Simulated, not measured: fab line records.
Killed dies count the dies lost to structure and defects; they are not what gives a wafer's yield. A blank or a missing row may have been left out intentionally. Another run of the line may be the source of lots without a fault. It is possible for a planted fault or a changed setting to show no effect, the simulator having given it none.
Chamber matching :: flow nand harc :: NHARC_A_CONTACT_ETCH_88 on rie diel-08 has 4 sister chambers
The step etches the open film in CF4, target depth 39 nm, time 65 s. 4 wafers are shown with their chamber, then 11 later ones without.

WAFERS WITH THEIR CHAMBER
wafer: L086.3
chamber: 1
drypump motor current A (A): 6.5

wafer: L089.2
chamber: 2
drypump motor current A (A): 5.8

wafer: L089.6
chamber: 0
drypump motor current A (A): 5.8

wafer: L087.4
chamber: 3
drypump motor current A (A): 5.5

WAFERS WITHOUT THEIR CHAMBER
wafer: L087.5
drypump motor current A (A): 5.8

wafer: L087.6
drypump motor current A (A): 6.5

wafer: L092.3
drypump motor current A (A): 5.6

wafer: L092.4
drypump motor current A (A): 6.5

wafer: L092.5
drypump motor current A (A): 6.5

wafer: L093.2
drypump motor current A (A): 5.8

wafer: L093.4
drypump motor current A (A): 5.8

wafer: L093.5
drypump motor current A (A): 6.5

wafer: L096.3
drypump motor current A (A): 5.8

wafer: L096.4
drypump motor current A (A): 6.5

wafer: L096.6
drypump motor current A (A): 5.8

THE CHAMBER EACH PASSED THROUGH
wafer: L087.5
from the rows above: can't be placed: 0 or 2
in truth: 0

wafer: L087.6
from the rows above: 1
in truth: 1

wafer: L092.3
from the rows above: 3
in truth: 3

wafer: L092.4
from the rows above: 1
in truth: 1

wafer: L092.5
from the rows above: 1
in truth: 1

wafer: L093.2
from the rows above: can't be placed: 0 or 2
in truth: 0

wafer: L093.4
from the rows above: can't be placed: 0 or 2
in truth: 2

wafer: L093.5
from the rows above: 1
in truth: 1

wafer: L096.3
from the rows above: can't be placed: 0 or 2
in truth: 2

wafer: L096.4
from the rows above: 1
in truth: 1

wafer: L096.6
from the rows above: can't be placed: 0 or 2
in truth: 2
6 of 11 placed correctly. Unplaceable from these rows: 5, with the true chamber sitting among the candidates in 5. 0 placed wrongly.
How it was worked out, from the rows above alone: a wafer's distance from a chamber is the root of the sum, over the readings, of the square of ((its reading less the chamber's mean) divided by the reading's scatter). If the next closest chamber is less than 2 further off than the closest, the wafer can't be placed; otherwise it belongs to the closest. Each chamber's mean is taken over the wafers shown for it. The scatter (one wafer shown for each chamber): square how far every hidden wafer sits from the nearest shown wafer, average those squares and take the square root.
